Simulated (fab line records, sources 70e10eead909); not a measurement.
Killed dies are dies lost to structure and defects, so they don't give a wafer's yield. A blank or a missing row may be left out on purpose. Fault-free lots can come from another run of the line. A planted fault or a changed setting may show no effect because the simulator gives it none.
Matching of chambers | flow nand-harc | pecvd-01 running NHARC_A_CONTACT_DEP_58: 3 sister chambers
The step deposits SiON, target thk 90 nm. 14 wafers are shown with their chamber, then 7 later ones without.

== WAFERS, EACH WITH ITS CHAMBER ==
wafer  | chamber | heater-power-w (W)
L078.1 | 2       | 715
L078.4 | 2       | 699
L078.5 | 0       | 800
L079.1 | 2       | 700
L079.4 | 1       | 726
L079.6 | 2       | 712
L085.3 | 1       | 669
L085.5 | 0       | 744
L085.6 | 2       | 715
L089.2 | 2       | 739
L089.3 | 0       | 781
L089.4 | 2       | 740
L091.2 | 2       | 743
L091.4 | 0       | 713

SIGNATURES (averages over the wafers above)
reading        | chamber 0 | chamber 1 | chamber 2 | scatter within a chamber
heater-power-w | 759.50    | 697.50    | 720.38    | 27.6
Rule: distance of a wafer from a chamber = root of the sum over the readings of ((wafer's reading minus chamber's mean) / reading's scatter) squared. If the next closest chamber is less than 2 further off than the closest, the wafer can't be placed; otherwise it belongs to the closest. The scatter is the square root of a quotient: the sum, over the shown wafers, of each reading's squared deviation from its chamber's mean, divided by wafers minus chambers.

== WAFERS WHOSE CHAMBER IS MISSING ==
wafer  | heater-power-w (W)
L091.5 | 739
L095.2 | 714
L095.4 | 711
L095.5 | 734
L097.2 | 659
L097.4 | 626
L097.6 | 664

== EACH ONE'S CHAMBER ==
wafer  | from the rows above          | in truth
L091.5 | can't be placed: 2 or 0 or 1 | 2
L095.2 | can't be placed: 2 or 1 or 0 | 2
L095.4 | can't be placed: 2 or 1 or 0 | 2
L095.5 | can't be placed: 2 or 0 or 1 | 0
L097.2 | can't be placed: 1 or 2      | 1
L097.4 | can't be placed: 1 or 2      | 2
L097.6 | can't be placed: 1 or 2      | 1
Correctly placed: 0 of 7. Cannot be placed on the basis of these rows: 7; the candidates contain the true chamber in 7. Placed wrongly: 0.
